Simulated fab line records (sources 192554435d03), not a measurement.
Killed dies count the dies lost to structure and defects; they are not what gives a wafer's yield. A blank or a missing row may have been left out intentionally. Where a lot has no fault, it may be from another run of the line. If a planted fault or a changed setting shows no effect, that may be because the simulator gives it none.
Chamber matching	flow n5_finfet	N5_PMOS_HMC_CHANNEL_EPI_HM_OPEN_15 on rie_diel-03 has 4 sister chambers
The step chemistry CHF3/O2, target SiO2, target depth 40.6 nm, time 20.3 s. 8 wafers are shown with their chamber, then 10 later ones without.

## WAFERS PAIRED WITH THEIR CHAMBERS
wafer	chamber	drypump_motor_current_A (A)	rf_vpp_V (V)
L087.1	3	5.7	508
L087.4	2	5.1	546
L087.5	0	6.0	515
L089.1	1	6.3	531
L089.4	2	5.0	545
L089.6	1	6.3	529
L090.2	0	6.0	516
L090.4	3	5.7	508

## WAFERS MISSING THEIR CHAMBER
wafer	drypump_motor_current_A (A)	rf_vpp_V (V)
L090.5	5.0	546
L091.2	6.0	516
L091.5	5.0	545
L091.6	6.3	532
L094.1	5.7	509
L094.4	6.3	533
L094.5	6.3	532
L097.2	6.1	514
L097.3	5.7	509
L097.5	6.1	515

## EACH ONE'S CHAMBER
wafer	from the rows above	in truth
L090.5	2	2
L091.2	0	0
L091.5	2	2
L091.6	1	1
L094.1	3	3
L094.4	1	1
L094.5	1	1
L097.2	0	0
L097.3	3	3
L097.5	0	0
Correct placement for 10 of the 10. Left unplaced by these rows: 0. 0 placed wrongly.
How it was worked out, from the rows above alone: a wafer's distance from a chamber is the root of the sum, over the readings, of the square of ((its reading less the chamber's mean) divided by the reading's scatter). The wafer belongs to the nearest chamber; if the next one is less than 2 further off, it can't be placed. For every chamber, the mean is computed from those of its wafers that are shown. The scatter: take each reading less its chamber's mean, square it, sum over the shown wafers, divide by the number of wafers less the number of chambers, and take the root.
